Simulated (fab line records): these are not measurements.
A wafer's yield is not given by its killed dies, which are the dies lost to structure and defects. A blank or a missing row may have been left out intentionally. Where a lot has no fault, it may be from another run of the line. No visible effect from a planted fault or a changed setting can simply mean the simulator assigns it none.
Which of the tools did it? | flow n5Finfet | Sampling: 11 lots, 33 wafers, 5 of 1938 route steps

WHAT EACH GAUGE READ, for each wafer
No reading from a measuring or inspecting step in the record can be judged against a usual standard deviation.

EACH LOT AND THE TOOL THAT RAN IT (in order: tool; ch and the chambers of the sampled wafers; start)
lot  | N5_BEOL_M9_STRIP_36               | N5_BEOL_M9_CVD_78               | N5_BEOL_M9_ANNEAL_51            | N5_BEOL_M9_DEP_56               | N5_PASSIVATION_PROBE_49
L297 | rieDiel-02 ch 1,2, day 10 15:43   | cvdCo-01 ch 0,1,2, day 10 18:56 | rtpAnneal-01 ch 0, day 10 19:29 | pecvd-04 ch 0,2, day 10 20:05   | prober-02, day 13 07:00
L295 | rieDiel-02 ch 2,3, day 10 20:47   | cvdCo-02 ch 0,1, day 11 01:35   | rtpAnneal-02 ch 0, day 11 02:00 | pecvd-04 ch 0,2, day 11 02:37   | prober-02, day 13 09:38
L298 | rieDiel-06 ch 0,2,3, day 11 07:48 | cvdCo-02 ch 0,1,2, day 11 09:25 | rtpAnneal-02 ch 0, day 11 09:52 | pecvd-01 ch 1,2, day 11 10:26   | prober-02, day 13 22:43
L296 | rieDiel-02 ch 1,2, day 11 08:11   | cvdCo-01 ch 0,2, day 11 09:53   | rtpAnneal-02 ch 0, day 11 10:59 | pecvd-03 ch 0,1,2, day 11 11:34 | prober-02, day 14 03:50
L300 | rieDiel-05 ch 1,2,3, day 12 17:55 | cvdCo-02 ch 0,1, day 12 19:43   | rtpAnneal-02 ch 0, day 12 20:38 | pecvd-04 ch 0,1,2, day 12 21:16 | prober-01, day 15 10:07
L304 | rieDiel-05 ch 0,3, day 12 19:54   | cvdCo-02 ch 0,1,2, day 12 23:16 | rtpAnneal-01 ch 0, day 12 23:46 | pecvd-04 ch 0,1,2, day 13 00:19 | prober-02, day 15 15:31
L305 | rieDiel-06 ch 1,3, day 12 23:44   | cvdCo-02 ch 0,1, day 13 01:07   | rtpAnneal-02 ch 0, day 13 01:32 | pecvd-01 ch 0,2, day 13 02:11   | prober-02, day 15 10:40
L306 | rieDiel-05 ch 1,2,3, day 13 15:56 | cvdCo-01 ch 0,1,2, day 13 17:40 | rtpAnneal-02 ch 0, day 13 18:11 | pecvd-04 ch 0,2, day 13 18:47   | prober-02, day 16 03:43
L310 | rieDiel-05 ch 0,2,3, day 14 00:39 | cvdCo-02 ch 0,2, day 14 02:08   | rtpAnneal-01 ch 0, day 14 02:44 | pecvd-03 ch 0,2, day 14 03:23   | prober-01, day 16 09:18
L317 | rieDiel-05 ch 0,3, day 16 19:31   | cvdCo-01 ch 0,2, day 16 21:33   | rtpAnneal-02 ch 0, day 16 22:19 | pecvd-04 ch 0,1, day 16 22:56   | prober-01, day 19 17:59
L315 | rieDiel-06 ch 1,2, day 17 05:07   | cvdCo-02 ch 1,2, day 17 06:22   | rtpAnneal-02 ch 0, day 17 06:53 | pecvd-04 ch 0,2, day 17 07:40   | prober-02, day 19 23:50
- N5_BEOL_M9_STRIP_36: strips in N2/H2.
- N5_BEOL_M9_CVD_78: deposits Co from CCTBA/H2, target thk 2 nm, time 138.9 s.
- N5_BEOL_M9_ANNEAL_51: time 90 s.
- N5_BEOL_M9_DEP_56: deposits SiCN from 3MS/NH3, target thk 15 nm, time 26.5 s.
- N5_PASSIVATION_PROBE_49

AS READ BY THE TOOLS THEMSELVES (means over the sampled wafers that have a number; for cases with no such wafer, the mark the record gives instead)
N5_BEOL_M9_STRIP_36. Usual: drypumpMotorCurrentA 6.0 A, standard deviation 0.49; oesProductAu 0.77 a.u., standard deviation 0.094; rfVppV 59.0 V, standard deviation 1.5; showerheadPlenumPTorr 2.52 Torr, standard deviation 0.076; throttleValvePct 23.69 %, standard deviation 0.27.
lot  | tool       | drypumpMotorCurrentA (A) | oesProductAu (a.u.) | rfVppV (V) | showerheadPlenumPTorr (Torr) | throttleValvePct (%) | flag
L297 | rieDiel-02 | 5.8                      | 0.70                | 60.6       | 2.55                         | 23.63                | 
L295 | rieDiel-02 | 6.0                      | 0.71                | 60.6       | 2.49                         | 23.77                | 
L298 | rieDiel-06 | 6.2                      | 0.77                | 58.3       | 2.53                         | 23.73                | 
L296 | rieDiel-02 | 5.8                      | 0.69                | 60.2       | 2.55                         | 23.61                | 
L300 | rieDiel-05 | 5.9                      | 0.77                | 59.7       | 2.47                         | 23.68                | 
L304 | rieDiel-05 | 5.5                      | 0.77                | 58.9       | 2.53                         | 23.53                | 
L305 | rieDiel-06 | 5.7                      | 0.73                | 58.5       | 2.50                         | 23.59                | 
L306 | rieDiel-05 | 5.9                      | 0.77                | 60.4       | 2.47                         | 23.68                | 
L310 | rieDiel-05 | 5.9                      | 0.83                | 57.8       | 2.53                         | 23.40                | 
L317 | rieDiel-05 | 5.7                      | 0.88                | 58.2       | 2.54                         | 23.36                | 
L315 | rieDiel-06 | 6.4                      | 0.87                | 57.7       | 2.62                         | 23.59                | 

N5_BEOL_M9_CVD_78. Usual: runLengthS at 161.7 s, with a standard deviation of 0.57.
lot  | tool     | runLengthS (s) | flag
L297 | cvdCo-01 | 161.6          | 
L295 | cvdCo-02 | 161.8          | 
L298 | cvdCo-02 | 161.6          | 
L296 | cvdCo-01 | 161.4          | 
L300 | cvdCo-02 | 162.1          | 
L304 | cvdCo-02 | 161.7          | 
L305 | cvdCo-02 | 182.8          | OFF
L306 | cvdCo-01 | 161.5          | 
L310 | cvdCo-02 | 205.1          | OFF
L317 | cvdCo-01 | 161.6          | 
L315 | cvdCo-02 | 161.6          | 

N5_BEOL_M9_ANNEAL_51. Usual: wafer_temp_C_max at 226.1, with a standard deviation of 0.32.
lot  | tool         | wafer_temp_C_max | flag
L297 | rtpAnneal-01 | 226.0            | 
L295 | rtpAnneal-02 | 226.2            | 
L298 | rtpAnneal-02 | 225.9            | 
L296 | rtpAnneal-02 | 226.5            | 
L300 | rtpAnneal-02 | 226.3            | 
L304 | rtpAnneal-01 | 225.8            | 
L305 | rtpAnneal-02 | 226.3            | 
L306 | rtpAnneal-02 | 226.1            | 
L310 | rtpAnneal-01 | 225.7            | 
L317 | rtpAnneal-02 | 226.2            | 
L315 | rtpAnneal-02 | 226.3            | 

N5_BEOL_M9_DEP_56. Usual: showerheadPlenumPTorr 3.655 Torr, standard deviation 0.015; throttleValvePct 9.3 %, standard deviation 0.42.
lot  | tool     | showerheadPlenumPTorr (Torr) | throttleValvePct (%) | flag
L297 | pecvd-04 | 3.646                        | 9.1                  | 
L295 | pecvd-04 | 3.647                        | 9.1                  | 
L298 | pecvd-01 | 3.673                        | 9.8                  | 
L296 | pecvd-03 | 3.662                        | 9.3                  | 
L300 | pecvd-04 | 3.643                        | 9.3                  | 
L304 | pecvd-04 | 3.651                        | 9.3                  | 
L305 | pecvd-01 | 3.662                        | 8.9                  | 
L306 | pecvd-04 | 3.641                        | 9.1                  | 
L310 | pecvd-03 | 3.660                        | 8.8                  | 
L317 | pecvd-04 | 3.633                        | 9.2                  | 
L315 | pecvd-04 | 3.639                        | 9.2                  | 

N5_PASSIVATION_PROBE_49. Usual: defectLimitedYield 91.3 %, standard deviation 1.4; killed_at_M0_to_M3 33, standard deviation 11; killed_at_M4_up 15, standard deviation 6.2; killedAtContacts 13, standard deviation 6.5; killedAtFrontEnd 38, standard deviation 11; killedAtOther 3.4, standard deviation 2.6; killedDies 102, standard deviation 17; killedOpen 67, standard deviation 12; killedShort 34, standard deviation 7.9; sort_bin_5_function 5.1 %, standard deviation 0.88; sort_bin_6_memory 3.3 %, standard deviation 0.65; sort_bin_8_speed 0.00 %, standard deviation 0.0099; sortNPass 1078, standard deviation 17; sortYieldPct 91.3 %, standard deviation 1.4.
lot  | tool      | defectLimitedYield (%) | killed_at_M0_to_M3 | killed_at_M4_up | killedAtContacts | killedAtFrontEnd | killedAtOther | killedDies | killedOpen | killedShort | sort_bin_5_function (%) | sort_bin_6_memory (%) | sort_bin_8_speed (%) | sortNPass | sortYieldPct (%) | flag
L297 | prober-02 | 89.4                   | 45                 | 19              | 18               | 39               | 3.3           | 125        | 83         | 41          | 6.3                     | 4.0                   | 0.00                 | 1055      | 89.4             | 
L295 | prober-02 | 91.7                   | 38                 | 7               | 14               | 36               | 2.0           | 98         | 62         | 34          | 4.9                     | 3.1                   | 0.00                 | 1082      | 91.7             | 
L298 | prober-02 | 90.2                   | 53                 | 12              | 14               | 33               | 3.3           | 115        | 72         | 41          | 5.6                     | 3.8                   | 0.00                 | 1065      | 90.2             | 
L296 | prober-02 | 91.7                   | 37                 | 13              | 11               | 30               | 5.3           | 98         | 63         | 32          | 5.0                     | 3.0                   | 0.00                 | 1082      | 91.7             | 
L300 | prober-01 | 90.9                   | 38                 | 13              | 20               | 29               | 6.7           | 107        | 76         | 29          | 5.2                     | 3.5                   | 0.00                 | 1073      | 90.9             | 
L304 | prober-02 | 92.3                   | 33                 | 15              | 5                | 36               | 2.3           | 90         | 55         | 34          | 4.4                     | 3.0                   | 0.00                 | 1090      | 92.3             | 
L305 | prober-02 | 91.0                   | 38                 | 22              | 12               | 32               | 1.3           | 106        | 71         | 35          | 5.1                     | 3.5                   | 0.00                 | 1074      | 91.0             | 
L306 | prober-02 | 91.7                   | 30                 | 9               | 7                | 50               | 2.3           | 98         | 62         | 35          | 4.6                     | 3.3                   | 0.03                 | 1082      | 91.7             | OFF
L310 | prober-01 | 91.5                   | 26                 | 14              | 8                | 51               | 2.0           | 101        | 61         | 38          | 5.1                     | 3.1                   | 0.00                 | 1079      | 91.5             | 
L317 | prober-01 | 90.9                   | 36                 | 18              | 10               | 37               | 6.0           | 108        | 71         | 37          | 5.3                     | 3.7                   | 0.00                 | 1072      | 90.9             | 
L315 | prober-02 | 93.9                   | 26                 | 15              | 5                | 25               | 1.0           | 72         | 45         | 27          | 3.5                     | 2.5                   | 0.00                 | 1108      | 93.9             | 

THE ANSWER, worked out from the rows above alone
Rule: take the mean of a lot's wafers that have a number; if it is more than 3 standard deviations from the usual mean, the lot is off. A lot without any number at a reading at which 4 lots or more have one is off too. Any other lot the step has rows for is counted as sound. Order of review: gauges by route order, followed by the tools' own readings, for which a lot's mean as printed above is used. At the first step where some lot is off, the reading lying furthest off is the one used; lots without a number count as furthest.
Off, at N5_BEOL_M9_CVD_78 on runLengthS: L305, L310.
A tool fits if, at that step or a process step before it, it ran every lot that is off, and no sound lot after the first of them. Not one of the candidates tried fits.

WHAT WAS PUT IN BY THE SIMULATOR
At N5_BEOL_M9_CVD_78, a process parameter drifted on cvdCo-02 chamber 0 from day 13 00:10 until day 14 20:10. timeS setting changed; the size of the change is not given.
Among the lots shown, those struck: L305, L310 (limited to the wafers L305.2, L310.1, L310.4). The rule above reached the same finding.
